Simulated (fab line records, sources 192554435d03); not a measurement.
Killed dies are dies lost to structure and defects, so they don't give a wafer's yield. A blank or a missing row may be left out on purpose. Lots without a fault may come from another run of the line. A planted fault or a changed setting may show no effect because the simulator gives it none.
Split-lot experiment | flow n5_finfet | 7 lots, 21 wafers read, on a route of 1938 steps

THE SPLIT
At N5_HKMG_FIN_COAT_66 (time 60 s, resist thk 300 nm), the setting spin_rpm was moved away from the recipe's 1500 rpm on 8 of the 21 wafers read, by -8.6% to +7.7%. The other wafers ran this setting at the recipe's value.

The reading is taken at the split's own step.

THE READING
SOC_of_HKMG_FIN_COAT_66.thk_nm (the simulator's own value, which no gauge read), in nm, at N5_HKMG_FIN_COAT_66 (time 60 s, resist thk 300 nm). The file gives no usual value for it. The 13 wafers here that ran the recipe average 300.2 nm, standard deviation 0.65 nm.

wafer  | tool, chamber at the split | spin_rpm as run, rpm | against the recipe | SOC_of_HKMG_FIN_COAT_66.thk_nm, nm | against lot-mates on the recipe
L075.1 | litho_track-02, 0          | 1500                 | recipe             | 300.4                              | -
L075.3 | litho_track-02, 0          | 1500                 | recipe             | 298.6                              | -
L075.6 | litho_track-02, 0          | 1593                 | +6.2%              | 290.4                              | -9.1
L076.4 | litho_track-04, 0          | 1557                 | +3.8%              | 295.2                              | -5.5
L076.5 | litho_track-04, 0          | 1500                 | recipe             | 300.6                              | -
L076.6 | litho_track-04, 0          | 1500                 | recipe             | 300.8                              | -
L078.2 | litho_track-05, 0          | 1500                 | recipe             | 300                                | -
L078.3 | litho_track-05, 0          | 1500                 | recipe             | 300                                | -
L078.5 | litho_track-05, 0          | 1500                 | recipe             | 300                                | -
L082.1 | litho_track-04, 0          | 1500                 | recipe             | 299.8                              | -
L082.3 | litho_track-04, 0          | 1500                 | recipe             | 300.4                              | -
L082.4 | litho_track-04, 0          | 1500                 | recipe             | 301                                | -
L083.2 | litho_track-02, 0          | 1500                 | recipe             | 299.6                              | -
L083.4 | litho_track-02, 0          | 1371                 | -8.6%              | 312.8                              | +13.2
L083.6 | litho_track-02, 0          | 1371                 | -8.6%              | 312.4                              | +12.8
L087.3 | litho_track-02, 0          | 1616                 | +7.7%              | 290.6                              | -10.2
L087.5 | litho_track-02, 0          | 1500                 | recipe             | 300.8                              | -
L087.6 | litho_track-02, 0          | 1616                 | +7.7%              | 289.4                              | -11.4
L089.2 | litho_track-02, 0          | 1500                 | recipe             | 301                                | -
L089.3 | litho_track-02, 0          | 1449                 | -3.4%              | 306                                | +5.0
L089.6 | litho_track-02, 0          | 1449                 | -3.4%              | 304.8                              | +3.8

THE FIT
A straight line over all 21 wafers: SOC_of_HKMG_FIN_COAT_66.thk_nm changes by -1.42 nm for each +1% of spin_rpm; r = -0.99; the points scatter about the line by 0.7 nm.
The same after taking each lot's own level away (the mean of its wafers on the recipe; 21 wafers): -1.45 nm for each +1%; r = -1.00; scatter 0.53 nm.
On that fit, the largest move of spin_rpm shifts the reading by 12 nm.
The lots' own levels span 299.50 to 301.00 nm, that is 2.3 times the standard deviation above.
So the lot-to-lot level changes the slope little: the two slopes agree.
Check: with one of the wafers moved furthest among these (-8.6%) left out of the fit, the line predicts +12.2 nm for it against its lot-mates. It came out at +13.2 nm against them.

THE FILE'S OWN FIT
SOC_of_HKMG_FIN_COAT_66.thk_nm changes by -1.45 nm for each +1% of spin_rpm, r = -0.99.
